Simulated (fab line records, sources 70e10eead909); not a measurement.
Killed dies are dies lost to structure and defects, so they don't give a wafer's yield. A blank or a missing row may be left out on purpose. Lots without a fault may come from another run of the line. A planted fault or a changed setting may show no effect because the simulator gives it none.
fab line records | flow nand_harc
record lots=5 wafers=15 last_day=32
route steps=1302 shown A_STAIRCASE@682
lots that met no fault: from a run of the same line without faults
start_h: hours from the record's first day to the start of the lot's first wafer shown | wait_h: hours since the lot's step before | " the same as in the row above | L1.1+2: a row that stands for several wafers | - no value, or no start given | * or withheld: withheld | < > ~ a bound
route shown NAME@n: a module of which the file shows steps, and the number in the route of the first | usual: mean/standard deviation of fault-free wafers | same: alike in all rows | chamber/n: place in a boat | sites: the reading at each site | _std_site: their standard deviation | _edge_site: outer sites' mean less inner sites' | radius_mm: how far each site lies from the wafer's centre | mask NAME#n: copy n | behind: the tool/chamber that last shaped the wafer | hold: why the lot was held/for how many hours/how that ended | device: the transistor (n, p or np) that didn't switch | end of line: the same wafers' tests at the end of the route | a step without rows: its recipe alone | killed: dies lost to structure and defects at the first sort, not the wafer's yield | map: a wafer's dies, x killed, . not, _ none there
set.NAME: the setting as run; set.NAME@STEP: as run at that earlier step | model.NAME: the simulator's own value behind a step, which no gauge read
lots at some steps of the route; a table a step, a row a wafer
services: from which hour (start_h, from the record's first day; less than 0 if before it) a tool's chamber was out of use, for how many hours, and why
## steps
# step NHARC_A_STAIRCASE_ETCH_25
# recipe target_depth_a=1000 time_s=40.5 ion_energy_ev=400 c4f8_flow_sccm=20 o2_flow_sccm=10 ar_flow_sccm=withheld rf_w=600 bias_w=1000 chemistry=C4F8/O2
# usual chamber_pressure_mTorr=25.001/0.023 oes_product_au=0.945/0.014 rf_vpp_V=896/5.4
# columns lot.wafer tool chamber start_h wait_h chamber_pressure_mTorr oes_product_au rf_hours_counter_h rf_vpp_V
L082.2 rie_diel-08 1 - - 24.983 0.942 14 895
L082.3 " 2 " " 24.995 0.957 18 895
L082.5 " 0 " " 24.982 0.939 - 897
L086.2 rie_diel-08 3 - - 25.003 0.951 27 891
L086.3 " 0 " " 25.021 0.940 22 896
L086.4 " 1 " " 25.008 0.952 - 894
L087.2 rie_diel-08 1 - - 25.004 0.964 35 894
L087.4 " 3 " " 25.016 0.941 38 892
L087.6 " 2 " " 24.995 0.958 - 896
L092.3 rie_diel-04 0 - - 25.009 0.926 6 898
L092.1 " 1 " " 25.024 0.944 6 900
L092.2 " 2 " " 24.979 0.963 6 904
L096.4 rie_diel-08 3 - - 25.037 0.976 7 889
L096.2 " 0 " " 25.001 0.970 8 896
L096.5 " 3 " " 24.985 0.975 - 890
# step NHARC_A_STAIRCASE_TRIM_26
# recipe time_s=211.2 o2_flow_sccm=500 ar_flow_sccm=0 bias_w=0 chemistry=O2
# usual chamber_pressure_mTorr=60.01/0.058 drypump_motor_current_A=5.8/0.43 oes_product_au=1.001/0.011 rf_vpp_V=57.8/0.85 showerhead_plenum_p_Torr=3.53/0.14 throttle_valve_pct=17.035/0.0084
# columns lot.wafer tool chamber start_h wait_h chamber_pressure_mTorr drypump_motor_current_A oes_product_au rf_hours_counter_h rf_vpp_V showerhead_plenum_p_Torr throttle_valve_pct
L082.3 rie_diel-08 2 - - 60.05 5.4 0.998 18 58.2 3.52 17.023
L082.2 " 3 " " 60.06 5.5 0.994 18 57.5 3.39 17.039
L082.5 " 2 " " 60.04 5.4 1.000 - 58.6 3.52 17.049
L086.2 rie_diel-08 1 - - 60.00 5.9 1.010 24 57.9 3.48 17.030
L086.3 " 3 " " 60.07 5.5 0.998 27 57.5 3.38 17.054
L086.4 " 3 " " 60.02 5.5 1.000 - 58.1 3.38 17.037
L087.2 rie_diel-08 3 - - 59.98 5.5 0.993 38 57.5 3.38 17.042
L087.4 " 0 " " 59.99 5.6 1.002 33 58.4 3.55 17.034
L087.6 " 3 " " 59.94 5.5 0.988 - 57.3 3.38 17.024
L092.1 rie_diel-04 3 - - 60.01 6.4 1.002 6 57.7 3.41 17.037
L092.2 " 1 " " 59.94 4.8 0.989 6 59.4 3.68 17.047
L092.3 " 2 " " 59.93 6.0 1.029 6 58.6 3.78 17.044
L096.4 rie_diel-08 3 - - 60.04 5.5 1.008 7 57.8 3.36 17.031
L096.2 " 0 " " 59.98 5.6 1.011 8 56.5 3.53 17.041
L096.5 " 2 " " 59.94 5.4 1.016 - 56.5 3.50 17.013
# step NHARC_A_STAIRCASE_ETCH_27
# recipe target_depth_a=1000 time_s=40.5 ion_energy_ev=400 c4f8_flow_sccm=20 o2_flow_sccm=10 ar_flow_sccm=withheld rf_w=600 bias_w=1000 chemistry=C4F8/O2
# usual chamber_pressure_mTorr=25.004/0.021 oes_product_au=0.947/0.014 rf_vpp_V=896/5.3
# columns lot.wafer tool chamber start_h wait_h chamber_pressure_mTorr oes_product_au rf_hours_counter_h rf_vpp_V
L082.3 rie_diel-08 3 - - 24.993 0.951 18 890
L082.2 " 2 " " 25.001 0.951 18 894
L082.5 " 0 " " 25.020 0.951 - 898
L086.2 rie_diel-08 3 - - 25.012 0.953 28 891
L086.3 " 1 " " 25.014 0.950 24 895
L086.4 " 1 " " 25.028 0.953 - 895
L087.2 rie_diel-08 0 - - 24.953 0.956 33 896
L087.4 " 2 " " 25.008 0.962 29 895
L087.6 " 1 " " 24.980 0.967 - 895
L092.1 rie_diel-04 1 - - 25.011 0.928 6 901
L092.3 " 2 " " 25.003 0.968 6 904
L092.2 " 3 " " 25.015 0.939 6 892
L096.4 rie_diel-08 0 - - 24.999 0.972 8 895
L096.2 " 1 " " 25.011 0.934 7 894
L096.5 " 2 " " 24.982 0.964 - 896
# step NHARC_A_STAIRCASE_STRIP_175
# recipe power_w=1500 temp_c=250 chemistry=O2
# usual drypump_motor_current_A=5.3/0.33 heater_power_w=332/53
# columns lot.wafer tool chamber start_h wait_h drypump_motor_current_A heater_power_w rf_hours_counter_h
L082.2 plasma_asher-02 1 438.29 0.1 4.8 273 1
L082.3 " 0 " " 5.4 330 -
L082.5 " 0 " " 5.5 324 -
L086.2 plasma_asher-02 1 468.45 0.1 4.8 271 7
L086.4 " 0 " " 5.5 335 -
L086.3 " 1 " " 4.8 271 -
L087.2 plasma_asher-02 1 492.91 0.1 4.8 272 13
L087.4 " 1 " " 4.8 270 -
L087.6 " 1 " " 4.8 267 -
L092.2 plasma_asher-01 0 551.66 0.1 5.2 407 7
L092.1 " 1 " " 5.7 316 7
L092.3 " 0 " " 5.2 418 -
L096.2 plasma_asher-02 0 576.77 0.2 5.4 326 28
L096.4 " 1 " " 4.8 272 -
L096.5 " 1 " " 4.8 267 -
# step NHARC_A_STAIRCASE_STRIP_148
# recipe time_s=900 temp_c=130 chemistry=SPM
# usual bath_guard_temp_C=130.1/0.47
# columns lot.wafer tool chamber start_h wait_h bath_guard_temp_C
L082.3 wet_bench-02 2 438.59 0.2 130.3
L082.2 " 4 " " 130.0
L082.5 " 5 " " 129.6
L086.4 wet_bench-01 6 468.76 0.2 130.2
L086.2 " 0 " " 130.2
L086.3 " 2 " " 130.2
L087.6 wet_bench-02 4 493.26 0.1 130.1
L087.4 " 6 " " 129.7
L087.2 " 1 " " 130.5
L092.2 wet_bench-04 5 552.00 0.3 130.2
L092.3 " 1 " " 129.0
L092.1 " 2 " " 130.8
L096.2 wet_bench-04 2 577.10 0.3 131.3
L096.4 " 3 " " 129.9
L096.5 " 4 " " 131.1
# step NHARC_A_STAIRCASE_PRECLEAN_149
# recipe time_s=* temp_c=50 bath_age_min=0 chemistry=SC1
# usual bath_guard_temp_C=50.1/0.49
# same bath_age_min=0
# columns lot.wafer tool chamber start_h wait_h bath_guard_temp_C
L082.3 wet_bench-02 2 - - 49.9
L082.2 " 4 " " 49.8
L082.5 " 5 " " 50.1
L086.4 wet_bench-01 6 - - 49.9
L086.2 " 0 " " 50.1
L086.3 " 2 " " 50.4
L087.6 wet_bench-02 4 - - 49.8
L087.4 " 6 " " 49.9
L087.2 " 1 " " 49.9
L092.2 wet_bench-04 5 - - 50.4
L092.3 " 1 " " 49.2
L092.1 " 2 " " 51.0
L096.2 wet_bench-04 2 - - 50.8
L096.4 " 3 " " 50.5
L096.5 " 4 " " 50.7
# step NHARC_A_STAIRCASE_SRD_150
# columns lot.wafer tool chamber start_h wait_h
L082.3+2+5 wet_bench-02 2,4,5 - -
L086.4+2+3 wet_bench-01 6,0,2 - -
L087.6+4+2 wet_bench-02 4,6,1 - -
L092.2+3+1 wet_bench-04 5,1,2 - -
L096.2+4+5 wet_bench-04 2,3,4 - -
# step NHARC_A_STAIRCASE_DEHYDRATE_176
# recipe temp_c=150 time_s=120
# columns lot.wafer tool chamber start_h wait_h
L082.2+3+5 litho_track-05 0 439.05 -
L086.2+3+4 litho_track-05 0 469.21 -
L087.2+4+6 litho_track-03 0 493.71 -
L092.1+2+3 litho_track-05 0 552.46 -
L096.2+4+5 litho_track-03 0 577.53 -
# step NHARC_A_STAIRCASE_HMDS_177
# recipe time_s=30
# columns lot.wafer tool chamber start_h wait_h
L082.2+3+5 litho_track-05 0 - -
L086.2+3+4 litho_track-05 0 - -
L087.2+4+6 litho_track-03 0 - -
L092.1+2+3 litho_track-05 0 - -
L096.2+4+5 litho_track-03 0 - -
# step NHARC_A_STAIRCASE_COAT_178
# recipe spin_rpm=1200
# columns lot.wafer tool chamber start_h wait_h
L082.2+3+5 litho_track-05 0 - -
L086.2+3+4 litho_track-05 0 - -
L087.2+4+6 litho_track-03 0 - -
L092.1+2+3 litho_track-05 0 - -
L096.2+4+5 litho_track-03 0 - -
# step NHARC_A_STAIRCASE_SOFTBAKE_179
# recipe temp_c=135 time_s=170
# columns lot.wafer tool chamber start_h wait_h
L082.2+3+5 litho_track-05 0 - -
L086.2+3+4 litho_track-05 0 - -
L087.2+4+6 litho_track-03 0 - -
L092.1+2+3 litho_track-05 0 - -
L096.2+4+5 litho_track-03 0 - -
# step NHARC_A_STAIRCASE_EBR_180
# columns lot.wafer tool chamber start_h wait_h
L082.2+3+5 litho_track-05 0 - -
L086.2+3+4 litho_track-05 0 - -
L087.2+4+6 litho_track-03 0 - -
L092.1+2+3 litho_track-05 0 - -
L096.2+4+5 litho_track-03 0 - -
# step NHARC_A_STAIRCASE_EXPOSE_181
# recipe na=0.5 dose_mj=27.87 mask_id=STAIR_2
# columns lot.wafer tool chamber start_h wait_h mask
L082.2+3+5 krf_scanner-04 0 439.38 - STAIR_2#0
L086.2+3+4 krf_scanner-04 0 469.55 - STAIR_2#0
L087.2+4+6 krf_scanner-03 0 494.05 - STAIR_2#0
L092.1+2+3 krf_scanner-01 0 552.66 - STAIR_2#0
L096.2+4+5 krf_scanner-03 0 577.75 - STAIR_2#0
# step NHARC_A_STAIRCASE_PEB_182
# recipe peb_temp_c=115 peb_time_s=130
# columns lot.wafer tool chamber start_h wait_h
L082.2+3+5 litho_track-03 0 439.44 0.1
L086.2+3+4 litho_track-05 0 469.61 0.1
L087.2+4+6 litho_track-07 0 494.11 0.1
L092.1+2+3 litho_track-03 0 552.73 0.1
L096.2+4+5 litho_track-05 0 577.81 0.1
# step NHARC_A_STAIRCASE_DEVELOP_183
# recipe time_s=140
# columns lot.wafer tool chamber start_h wait_h
L082.2+3+5 litho_track-03 0 - -
L086.2+3+4 litho_track-05 0 - -
L087.2+4+6 litho_track-07 0 - -
L092.1+2+3 litho_track-03 0 - -
L096.2+4+5 litho_track-05 0 - -
# step NHARC_A_STAIRCASE_HARDBAKE_185
# recipe temp_c=120 time_s=140
# columns lot.wafer tool chamber start_h wait_h
L082.2+3+5 litho_track-07 0 439.67 -
L086.2+3+4 litho_track-05 0 469.83 -
L087.2+4+6 litho_track-03 0 494.33 -
L092.1+2+3 litho_track-07 0 552.95 -
L096.2+4+5 litho_track-07 0 578.03 -
# step NHARC_A_STAIRCASE_DESCUM_186
# recipe time_s=3 o2_flow_sccm=200 ar_flow_sccm=0 bias_power_w=0 chemistry=O2
# usual chamber_pressure_mTorr=60.00/0.051 drypump_motor_current_A=5.9/0.48 oes_product_au=0.999/0.011 rf_vpp_V=57.9/0.87 showerhead_plenum_p_Torr=1.93/0.096 throttle_valve_pct=11.311/0.0097
# columns lot.wafer tool chamber start_h wait_h chamber_pressure_mTorr drypump_motor_current_A oes_product_au rf_hours_counter_h rf_vpp_V showerhead_plenum_p_Torr throttle_valve_pct
L082.3 rie_diel-13 3 439.75 - 60.00 6.6 1.002 33 57.8 1.79 11.301
L082.2 " 1 " " 60.02 5.5 0.996 34 59.8 2.06 11.334
L082.5 " 3 " " 60.03 6.6 0.991 - 57.3 1.79 11.322
L086.3 rie_diel-04 2 469.91 - 59.97 6.0 1.009 25 58.4 2.07 11.318
L086.2 " 3 " " 59.97 6.4 0.999 24 57.7 1.85 11.297
L086.4 " 0 " " 59.94 6.1 0.993 30 59.1 1.97 11.323
L087.2 rie_diel-08 3 494.42 - 60.00 5.5 1.007 38 59.0 1.83 11.304
L087.4 " 2 " " 59.96 5.4 1.009 29 57.9 1.91 11.309
L087.6 " 3 " " 60.00 5.5 1.002 - 56.9 1.83 11.309
L092.3 rie_diel-04 1 553.04 - 59.94 4.8 0.994 6 58.6 2.00 11.307
L092.2 " 2 " " 59.96 6.0 1.009 6 58.0 2.06 11.312
L092.1 " 0 " " 59.99 6.0 0.971 6 59.0 1.96 11.312
L096.2 rie_diel-04 2 578.12 - 60.05 6.0 1.004 15 59.0 2.06 11.306
L096.4 " 1 " " 60.00 4.8 0.990 13 57.1 2.00 11.299
L096.5 " 2 " " 59.96 6.0 1.007 - 58.0 2.06 11.311
# step NHARC_A_STAIRCASE_TRIM_187
# recipe time_s=211.2 o2_flow_sccm=500 ar_flow_sccm=0 bias_w=0 chemistry=O2
# usual chamber_pressure_mTorr=60.01/0.057 drypump_motor_current_A=5.9/0.49 oes_product_au=0.998/0.011 rf_vpp_V=57.9/0.88 showerhead_plenum_p_Torr=3.56/0.16 throttle_valve_pct=17.036/0.0086
# columns lot.wafer tool chamber start_h wait_h chamber_pressure_mTorr drypump_motor_current_A oes_product_au rf_hours_counter_h rf_vpp_V showerhead_plenum_p_Torr throttle_valve_pct
L082.3 rie_diel-13 3 439.85 0.1 60.07 6.6 1.001 33 56.6 3.31 17.037
L082.2 " 0 " " 60.01 5.9 0.992 34 58.4 3.41 17.041
L082.5 " 3 " " 59.97 6.6 1.014 - 55.9 3.31 17.040
L086.3 rie_diel-04 0 470.00 0.1 60.04 6.1 0.984 30 57.2 3.63 17.048
L086.4 " 2 " " 59.96 6.0 0.995 25 58.0 3.79 17.040
L086.2 " 3 " " 60.00 6.4 0.996 24 56.9 3.42 17.030
L087.2 rie_diel-08 1 494.52 0.1 59.92 5.9 1.005 35 57.8 3.48 17.036
L087.4 " 3 " " 59.95 5.5 1.004 38 57.2 3.38 17.033
L087.6 " 0 " " 59.96 5.6 1.006 - 58.5 3.55 17.046
L092.1 rie_diel-04 0 553.13 0.1 59.97 6.1 0.972 7 57.0 3.62 17.038
L092.2 " 1 " " 60.14 4.8 0.991 6 59.0 3.68 17.032
L092.3 " 3 " " 60.01 6.4 0.995 6 57.8 3.41 17.039
L096.2 rie_diel-04 3 578.30 0.2 59.99 6.4 0.995 15 56.3 3.40 17.039
L096.4 " 1 " " 60.04 4.8 0.983 13 58.7 3.68 17.036
L096.5 " 2 " " 60.05 6.1 1.013 - 57.1 3.77 17.039
# step NHARC_A_STAIRCASE_ETCH_188
# recipe target_depth_a=1000 time_s=40.5 ion_energy_ev=400 c4f8_flow_sccm=20 o2_flow_sccm=10 ar_flow_sccm=withheld rf_w=600 bias_w=1000 chemistry=C4F8/O2
# usual chamber_pressure_mTorr=25.000/0.022 oes_product_au=0.940/0.013 rf_vpp_V=897/6
# columns lot.wafer tool chamber start_h wait_h chamber_pressure_mTorr oes_product_au rf_hours_counter_h rf_vpp_V
L082.2 rie_diel-13 1 - - 24.997 0.942 34 906
L082.3 " 3 " " 24.976 0.942 33 887
L082.5 " 3 " " 24.982 0.942 - 886
L086.3 rie_diel-04 1 - - 25.007 0.946 27 902
L086.4 " 2 " " 24.991 0.961 25 905
L086.2 " 3 " " 25.016 0.939 24 892
L087.2 rie_diel-08 1 - - 25.002 0.951 35 896
L087.4 " 2 " " 25.010 0.961 29 896
L087.6 " 0 " " 24.983 0.943 - 896
L092.1 rie_diel-04 0 - - 25.003 0.926 7 900
L092.3 " 1 " " 24.996 0.935 7 902
L092.2 " 2 " " 25.031 0.969 6 906
L096.2 rie_diel-04 2 - - 25.011 0.939 15 904
L096.4 " 0 " " 24.958 0.927 13 899
L096.5 " 2 " " 24.998 0.944 - 905
# step NHARC_A_STAIRCASE_TRIM_189
# recipe time_s=211.2 o2_flow_sccm=500 ar_flow_sccm=0 bias_w=0 chemistry=O2
# usual chamber_pressure_mTorr=60.00/0.054 drypump_motor_current_A=5.8/0.51 oes_product_au=0.999/0.011 rf_vpp_V=57.8/1.1 showerhead_plenum_p_Torr=3.56/0.16 throttle_valve_pct=17.037/0.01
# columns lot.wafer tool chamber start_h wait_h chamber_pressure_mTorr drypump_motor_current_A oes_product_au rf_hours_counter_h rf_vpp_V showerhead_plenum_p_Torr throttle_valve_pct
L082.2 rie_diel-13 1 - - 59.91 5.5 0.990 34 57.4 3.79 17.054
L082.3 " 3 " " 60.04 6.6 1.003 33 57.2 3.31 17.035
L082.5 " 1 " " 60.00 5.5 0.988 - 57.2 3.79 17.046
L086.2 rie_diel-04 3 - - 60.08 6.4 1.005 25 55.1 3.42 17.047
L086.3 " 0 " " 60.05 6.0 0.980 31 59.2 3.63 17.043
L086.4 " 2 " " 59.98 6.0 1.016 25 58.8 3.79 17.023
L087.2 rie_diel-08 1 - - 60.05 5.9 0.999 35 59.1 3.48 17.048
L087.4 " 2 " " 60.02 5.4 0.998 29 58.1 3.52 17.049
L087.6 " 0 " " 59.97 5.5 1.002 - 57.1 3.55 17.035
L092.1 rie_diel-04 2 - - 59.99 6.0 1.019 6 58.7 3.78 17.027
L092.3 " 3 " " 60.00 6.4 1.000 7 56.9 3.41 17.026
L092.2 " 1 " " 60.03 4.8 0.980 7 57.7 3.68 17.037
L096.4 rie_diel-04 1 - - 59.96 4.8 0.997 13 57.3 3.68 17.040
L096.2 " 3 " " 59.90 6.3 1.002 15 56.1 3.40 17.030
L096.5 " 1 " " 60.04 4.8 0.996 - 56.8 3.68 17.042
# step NHARC_A_STAIRCASE_ETCH_190
# recipe target_depth_a=1000 time_s=40.5 ion_energy_ev=400 c4f8_flow_sccm=20 o2_flow_sccm=10 ar_flow_sccm=withheld rf_w=600 bias_w=1000 chemistry=C4F8/O2
# usual chamber_pressure_mTorr=25.005/0.027 oes_product_au=0.940/0.011 rf_vpp_V=897/5.8
# columns lot.wafer tool chamber start_h wait_h chamber_pressure_mTorr oes_product_au rf_hours_counter_h rf_vpp_V
L082.2 rie_diel-13 1 - - 25.006 0.939 34 907
L082.3 " 3 " " 25.029 0.933 33 889
L082.5 " 0 " " 24.957 0.931 - 891
L086.2 rie_diel-04 3 - - 25.023 0.939 25 892
L086.3 " 1 " " 24.995 0.942 27 902
L086.4 " 2 " " 25.019 0.963 25 905
L087.4 rie_diel-08 0 - - 24.987 0.950 33 896
L087.2 " 1 " " 24.989 0.949 35 893
L087.6 " 2 " " 24.985 0.946 - 897
L092.3 rie_diel-04 1 - - 25.002 0.938 7 901
L092.1 " 2 " " 25.024 0.952 7 905
L092.2 " 0 " " 24.968 0.935 7 899
L096.2 rie_diel-04 2 - - 24.992 0.950 15 904
L096.4 " 3 " " 25.031 0.945 15 892
L096.5 " 1 " " 24.994 0.938 - 902
# step NHARC_A_STAIRCASE_TRIM_191
# recipe time_s=211.2 o2_flow_sccm=500 ar_flow_sccm=0 bias_w=0 chemistry=O2
# usual chamber_pressure_mTorr=60.00/0.052 drypump_motor_current_A=5.8/0.51 oes_product_au=0.999/0.011 rf_vpp_V=58.0/0.86 showerhead_plenum_p_Torr=3.57/0.16 throttle_valve_pct=17.036/0.0096
# columns lot.wafer tool chamber start_h wait_h chamber_pressure_mTorr drypump_motor_current_A oes_product_au rf_hours_counter_h rf_vpp_V showerhead_plenum_p_Torr throttle_valve_pct
L082.2 rie_diel-13 0 - - 59.97 5.9 0.992 35 57.3 3.41 17.022
L082.3 " 1 " " 60.01 5.5 0.996 35 58.0 3.79 17.037
L082.5 " 0 " " 60.00 5.9 0.995 - 57.7 3.41 17.043
L086.2 rie_diel-04 3 - - 59.94 6.4 1.004 25 57.4 3.42 17.046
L086.4 " 0 " " 60.00 6.1 0.981 31 57.8 3.63 17.030
L086.3 " 1 " " 60.01 4.8 0.988 27 59.6 3.69 17.051
L087.4 rie_diel-08 1 - - 60.04 5.9 1.003 35 58.2 3.48 17.039
L087.2 " 3 " " 60.05 5.5 1.006 39 56.7 3.38 17.028
L087.6 " 0 " " 60.00 5.6 1.003 - 57.8 3.55 17.039
L092.1 rie_diel-04 0 - - 59.96 6.1 0.977 7 57.5 3.62 17.044
L092.3 " 1 " " 59.97 4.8 0.992 7 59.0 3.68 17.045
L092.2 " 3 " " 59.99 6.4 0.993 7 57.9 3.41 17.042
L096.4 rie_diel-04 0 - - 59.98 6.1 0.985 13 57.2 3.61 17.037
L096.2 " 1 " " 59.95 4.8 0.996 13 58.0 3.68 17.025
L096.5 " 2 " " 60.01 6.0 1.016 - 57.9 3.77 17.011
# step NHARC_A_STAIRCASE_ETCH_192
# recipe target_depth_a=1000 time_s=40.5 ion_energy_ev=400 c4f8_flow_sccm=20 o2_flow_sccm=10 ar_flow_sccm=withheld rf_w=600 bias_w=1000 chemistry=C4F8/O2
# usual chamber_pressure_mTorr=24.998/0.023 oes_product_au=0.942/0.012 rf_vpp_V=897/5.8
# columns lot.wafer tool chamber start_h wait_h chamber_pressure_mTorr oes_product_au rf_hours_counter_h rf_vpp_V
L082.3 rie_diel-13 0 - - 24.965 0.931 35 891
L082.2 " 1 " " 25.001 0.942 35 905
L082.5 " 1 " " 24.992 0.934 - 906
L086.4 rie_diel-04 1 - - 25.003 0.941 27 903
L086.2 " 2 " " 25.028 0.959 25 905
L086.3 " 0 " " 24.972 0.915 31 900
L087.4 rie_diel-08 0 - - 25.022 0.940 33 897
L087.2 " 2 " " 24.954 0.954 29 895
L087.6 " 1 " " 24.991 0.941 - 894
L092.3 rie_diel-04 3 - - 24.980 0.953 7 892
L092.1 " 0 " " 24.984 0.927 7 899
L092.2 " 1 " " 24.973 0.933 7 900
L096.2 rie_diel-04 3 - - 25.029 0.934 15 891
L096.4 " 0 " " 24.991 0.915 13 898
L096.5 " 3 " " 24.997 0.932 - 892
# step NHARC_A_STAIRCASE_TRIM_193
# recipe time_s=211.2 o2_flow_sccm=500 ar_flow_sccm=0 bias_w=0 chemistry=O2
# usual chamber_pressure_mTorr=59.99/0.061 drypump_motor_current_A=5.9/0.49 oes_product_au=0.998/0.012 rf_vpp_V=57.8/0.94 showerhead_plenum_p_Torr=3.55/0.16 throttle_valve_pct=17.037/0.0092
# columns lot.wafer tool chamber start_h wait_h chamber_pressure_mTorr drypump_motor_current_A oes_product_au rf_hours_counter_h rf_vpp_V showerhead_plenum_p_Torr throttle_valve_pct
L082.3 rie_diel-13 0 - - 60.03 5.9 0.982 35 58.3 3.41 17.029
L082.2 " 1 " " 59.99 5.5 1.003 35 58.1 3.79 17.036
L082.5 " 0 " " 60.01 6.0 0.985 - 56.7 3.41 17.035
L086.3 rie_diel-04 3 - - 59.98 6.4 0.996 25 57.0 3.42 17.037
L086.2 " 0 " " 59.99 6.1 0.987 31 59.3 3.63 17.039
L086.4 " 1 " " 59.98 4.8 0.990 27 58.6 3.69 17.023
L087.2 rie_diel-08 0 - - 59.98 5.5 0.998 34 57.2 3.55 17.028
L087.4 " 1 " " 59.89 5.9 1.010 35 58.6 3.48 17.037
L087.6 " 1 " " 59.95 5.9 1.008 - 59.2 3.48 17.041
L092.1 rie_diel-04 3 - - 60.11 6.3 0.993 7 56.8 3.41 17.034
L092.2 " 1 " " 59.96 4.8 0.996 7 59.1 3.68 17.034
L092.3 " 2 " " 60.07 6.0 1.016 7 59.3 3.78 17.043
L096.2 rie_diel-04 3 - - 59.95 6.4 0.993 16 57.8 3.40 17.028
L096.4 " 1 " " 59.95 4.8 0.992 13 57.5 3.68 17.043
L096.5 " 3 " " 59.99 6.4 0.990 - 58.3 3.40 17.038
# step NHARC_A_STAIRCASE_ETCH_194
# recipe target_depth_a=1000 time_s=40.5 ion_energy_ev=400 c4f8_flow_sccm=20 o2_flow_sccm=10 ar_flow_sccm=withheld rf_w=600 bias_w=1000 chemistry=C4F8/O2
# usual chamber_pressure_mTorr=25.000/0.021 oes_product_au=0.942/0.013 rf_vpp_V=897/5.9
# columns lot.wafer tool chamber start_h wait_h chamber_pressure_mTorr oes_product_au rf_hours_counter_h rf_vpp_V
L082.3 rie_diel-13 0 - - 24.993 0.930 35 891
L082.2 " 1 " " 24.983 0.935 35 906
L082.5 " 0 " " 25.010 0.932 - 891
L086.3 rie_diel-04 0 - - 25.017 0.924 31 899
L086.2 " 1 " " 24.990 0.935 27 903
L086.4 " 2 " " 24.994 0.954 25 906
L087.2 rie_diel-08 1 - - 25.005 0.946 36 895
L087.4 " 2 " " 24.966 0.958 29 895
L087.6 " 0 " " 24.994 0.948 - 895
L092.2 rie_diel-04 2 - - 24.998 0.966 7 905
L092.3 " 3 " " 25.010 0.942 7 892
L092.1 " 0 " " 24.981 0.911 7 899
L096.2 rie_diel-04 0 - - 25.004 0.932 13 899
L096.4 " 1 " " 24.980 0.935 13 901
L096.5 " 0 " " 25.000 0.927 - 900
# step NHARC_A_STAIRCASE_TRIM_196
# recipe time_s=211.2 o2_flow_sccm=500 ar_flow_sccm=0 bias_w=0 chemistry=O2
# usual chamber_pressure_mTorr=60.00/0.061 drypump_motor_current_A=5.8/0.48 oes_product_au=0.999/0.012 rf_vpp_V=57.9/0.92 showerhead_plenum_p_Torr=3.55/0.14 throttle_valve_pct=17.036/0.0092
# columns lot.wafer tool chamber start_h wait_h chamber_pressure_mTorr drypump_motor_current_A oes_product_au rf_hours_counter_h rf_vpp_V showerhead_plenum_p_Torr throttle_valve_pct
L082.2 rie_diel-04 3 441.29 0.1 59.90 6.4 1.001 15 56.2 3.43 17.030
L082.3 " 1 " " 59.95 4.8 0.995 19 57.4 3.70 17.026
L082.5 " 3 " " 60.05 6.4 1.013 - 57.5 3.43 17.033
L086.2 rie_diel-04 1 471.21 0.1 60.05 4.8 0.982 27 58.8 3.69 17.035
L086.4 " 3 " " 60.02 6.4 0.989 25 57.8 3.42 17.033
L086.3 " 0 " " 60.09 6.1 0.994 31 57.2 3.63 17.034
L087.4 rie_diel-08 0 495.53 0.1 59.92 5.5 1.004 34 58.8 3.55 17.038
L087.2 " 1 " " 59.96 5.9 1.003 36 57.9 3.48 17.034
L087.6 " 1 " " 59.99 5.9 1.014 - 57.5 3.48 17.046
L092.2 rie_diel-04 0 554.15 0.1 60.09 6.1 0.971 7 58.3 3.62 17.035
L092.3 " 2 " " 60.01 6.1 1.017 7 59.0 3.78 17.042
L092.1 " 3 " " 59.96 6.4 1.005 7 57.6 3.41 17.048
L096.2 rie_diel-13 0 579.33 0.1 60.00 5.9 0.999 16 55.4 3.39 17.028
L096.4 " 2 " " 59.98 5.9 1.016 21 56.5 3.51 17.018
L096.5 " 0 " " 59.94 5.9 1.016 - 56.5 3.39 17.026
# step NHARC_A_STAIRCASE_ETCH_197
# recipe target_depth_a=1000 time_s=40.5 ion_energy_ev=400 c4f8_flow_sccm=20 o2_flow_sccm=10 ar_flow_sccm=withheld rf_w=600 bias_w=1000 chemistry=C4F8/O2
# usual chamber_pressure_mTorr=25.002/0.02 oes_product_au=0.949/0.021 rf_vpp_V=897/5.4
# columns lot.wafer tool chamber start_h wait_h chamber_pressure_mTorr oes_product_au rf_hours_counter_h rf_vpp_V
L082.3 rie_diel-04 0 - - 24.994 0.902 21 899
L082.2 " 1 " " 24.993 0.903 19 901
L082.5 " 1 " " 24.977 0.913 - 904
L086.2 rie_diel-04 3 - - 25.028 0.939 25 893
L086.4 " 1 " " 24.973 0.930 27 901
L086.3 " 2 " " 25.025 0.942 26 904
L087.4 rie_diel-08 1 - - 24.998 0.949 36 895
L087.2 " 2 " " 24.980 0.944 29 894
L087.6 " 0 " " 25.002 0.927 - 896
L092.3 rie_diel-04 2 - - 25.014 0.981 7 905
L092.2 " 0 " " 25.032 0.920 7 900
L092.1 " 1 " " 24.958 0.931 7 903
L096.2 rie_diel-13 0 - - 25.016 0.956 17 890
L096.4 " 3 " " 25.014 0.953 19 886
L096.5 " 1 " " 25.028 0.960 - 903
## services
# columns tool chamber start_h hours kind
wet_bench-02 - 420.03 8.0 pm
litho_track-07 - 426.00 7.0 pm
plasma_asher-02 - 426.12 9.0 pm
wet_bench-04 - 430.89 2.4 repair
litho_track-03 - 450.00 7.0 pm
krf_scanner-04 - 451.35 6.2 repair
wet_bench-01 - 453.60 8.0 pm
rie_diel-08 2 464.98 26.5 repair
litho_track-05 - 474.00 7.0 pm
krf_scanner-01 - 479.88 5.6 repair
krf_scanner-01 - 485.53 4.0 pm
krf_scanner-01 - 490.63 27.6 repair
rie_diel-13 1 502.11 6.3 repair
rie_diel-13 3 503.17 2.0 repair
rie_diel-13 - 519.06 9.0 pm
plasma_asher-01 - 519.83 9.0 pm
plasma_asher-02 - 525.44 23.7 repair
krf_scanner-04 - 526.02 4.0 pm
rie_diel-04 - 533.45 9.0 pm
rie_diel-08 - 545.13 9.0 pm
krf_scanner-03 - 548.20 19.8 repair
krf_scanner-03 - 569.62 4.0 pm
krf_scanner-01 - 578.26 1.1 repair
wet_bench-04 - 579.20 8.0 pm
## key
fault none
